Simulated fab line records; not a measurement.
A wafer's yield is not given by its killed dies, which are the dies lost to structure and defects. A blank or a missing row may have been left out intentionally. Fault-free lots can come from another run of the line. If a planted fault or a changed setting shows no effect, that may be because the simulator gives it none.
Chamber matching :: flow nandHarc :: NHARC_A_SGD_CUT_ETCH_59 on rieDiel-08: 4 sister chambers
The step etches the open film in N2/H2, target depth 260 nm, time 406.25 s. 7 wafers are shown with their chamber, then 7 later ones without.

== WAFERS, EACH WITH ITS CHAMBER ==
wafer: L872.1
chamber: 1
drypumpMotorCurrentA (A): 5.0
rfVppV (V): 430.5

wafer: L876.3
chamber: 3
drypumpMotorCurrentA (A): 5.9
rfVppV (V): 432.8

wafer: L879.2
chamber: 0
drypumpMotorCurrentA (A): 6.3
rfVppV (V): 429.6

wafer: L879.5
chamber: 2
drypumpMotorCurrentA (A): 5.0
rfVppV (V): 427.6

wafer: L879.6
chamber: 3
drypumpMotorCurrentA (A): 5.9
rfVppV (V): 434.8

wafer: L880.1
chamber: 0
drypumpMotorCurrentA (A): 6.3
rfVppV (V): 430.3

wafer: L880.2
chamber: 2
drypumpMotorCurrentA (A): 4.9
rfVppV (V): 427.3

== WAFERS WITHOUT THEIR CHAMBER ==
wafer: L880.4
drypumpMotorCurrentA (A): 5.0
rfVppV (V): 430.2

wafer: L883.3
drypumpMotorCurrentA (A): 5.9
rfVppV (V): 434.3

wafer: L883.4
drypumpMotorCurrentA (A): 5.0
rfVppV (V): 429.8

wafer: L883.6
drypumpMotorCurrentA (A): 4.9
rfVppV (V): 429.7

wafer: L893.2
drypumpMotorCurrentA (A): 6.3
rfVppV (V): 429.1

wafer: L893.3
drypumpMotorCurrentA (A): 5.9
rfVppV (V): 433.7

wafer: L893.5
drypumpMotorCurrentA (A): 5.0
rfVppV (V): 430.6

== EACH ONE'S CHAMBER ==
wafer: L880.4
from the rows above: 1
in truth: 1

wafer: L883.3
from the rows above: 3
in truth: 3

wafer: L883.4
from the rows above: 1
in truth: 1

wafer: L883.6
from the rows above: can't be placed: 1 or 2
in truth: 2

wafer: L893.2
from the rows above: 0
in truth: 0

wafer: L893.3
from the rows above: 3
in truth: 3

wafer: L893.5
from the rows above: 1
in truth: 1
6 of 7 placed correctly. Can't be placed from these rows: 1 (the true chamber is among the candidates in 1). Number placed wrongly: 0.
How it was worked out, from the rows above alone: a wafer's distance from a chamber is the root of the sum, over the readings, of the square of ((its reading less the chamber's mean) divided by the reading's scatter). The wafer belongs to the nearest chamber; if the next one is less than 2 further off, it can't be placed. The mean given for a chamber averages the wafers shown for that chamber. The scatter: take each reading less its chamber's mean, square it, sum over the shown wafers, divide by the number of wafers less the number of chambers, and take the root.
